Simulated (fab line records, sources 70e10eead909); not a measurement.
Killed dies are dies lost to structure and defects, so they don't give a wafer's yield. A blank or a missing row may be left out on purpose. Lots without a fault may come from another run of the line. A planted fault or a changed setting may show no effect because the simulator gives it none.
One fault seen from 2 desks | flow nand_harc | each desk has only its own numbers; what lay behind them comes last

THE TOOL OWNER'S DESK: litho_track-01
The tool's own readings at NHARC_P_GATE_SOFTBAKE_21 (time 55 s): means of the sampled wafers that have a number, for each lot that ran on this tool. A lot is out of limits, marked OUT, if its mean lies more than 4 standard deviations from the usual mean; the brackets give that distance.
Columns: A = heater_power_total_W at NHARC_P_GATE_SOFTBAKE_21, usual 188.44 W
lot  | first seen here | A
L568 | day 5 03:00     | 188.56
L577 | day 8 15:00     | 194.90 (+46) OUT
L579 | day 9 15:00     | 198.34 (+71) OUT
L580 | day 9 21:00     | 198.17 (+70) OUT
L588 | day 13 11:00    | 188.42
This desk's finding: out of limits on L577, L579, L580; first on L577, day 8 15:00 (heater_power_total_W at NHARC_P_GATE_SOFTBAKE_21). In limits: L568, L588.

THE DEFECT DESK
What the inspections along the route counted, lot by lot: means of the sampled wafers that have a number. A lot is out of limits, marked OUT, if its mean lies more than 4 standard deviations from the usual mean; the brackets give that distance.
Columns: A = raw_defect_count at NHARC_P_STI_INSPECT_25, usual 213
lot  | first seen here | A
L568 | day 4 00:33     | 131
L570 | day 4 22:32     | 184
L577 | day 7 16:55     | 153
L579 | day 8 13:16     | 247
L580 | day 8 22:02     | 244
L581 | day 10 02:52    | 189
L585 | day 11 03:01    | 318
L586 | day 11 20:42    | 190
L587 | day 12 06:15    | 151
L588 | day 12 12:50    | 410
L589 | day 12 19:30    | 254
L590 | day 13 02:50    | 295
L591 | day 13 15:29    | 133
This desk's finding: nothing out of limits on any of the 13 lots.

PUT TOGETHER
The tool owner's desk could have raised an alarm at day 8 15:00, on L577, L579, L580.
The defect desk saw nothing out of limits.
The defect desk has L577, L579, L580 on record, within its limits.
Of the lots named, all ran NHARC_P_GATE_SOFTBAKE_21 on litho_track-01.

WHAT THE SIMULATOR HAD PUT IN
Process parameter drift: litho_track-01, from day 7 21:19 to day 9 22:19, at NHARC_P_GATE_SOFTBAKE_21. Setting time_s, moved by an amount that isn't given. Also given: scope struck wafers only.
Lots struck among those shown: L577, L579, L580.
Hours from the fault's start to each desk's first reading out of limits: the tool owner's desk, 18.
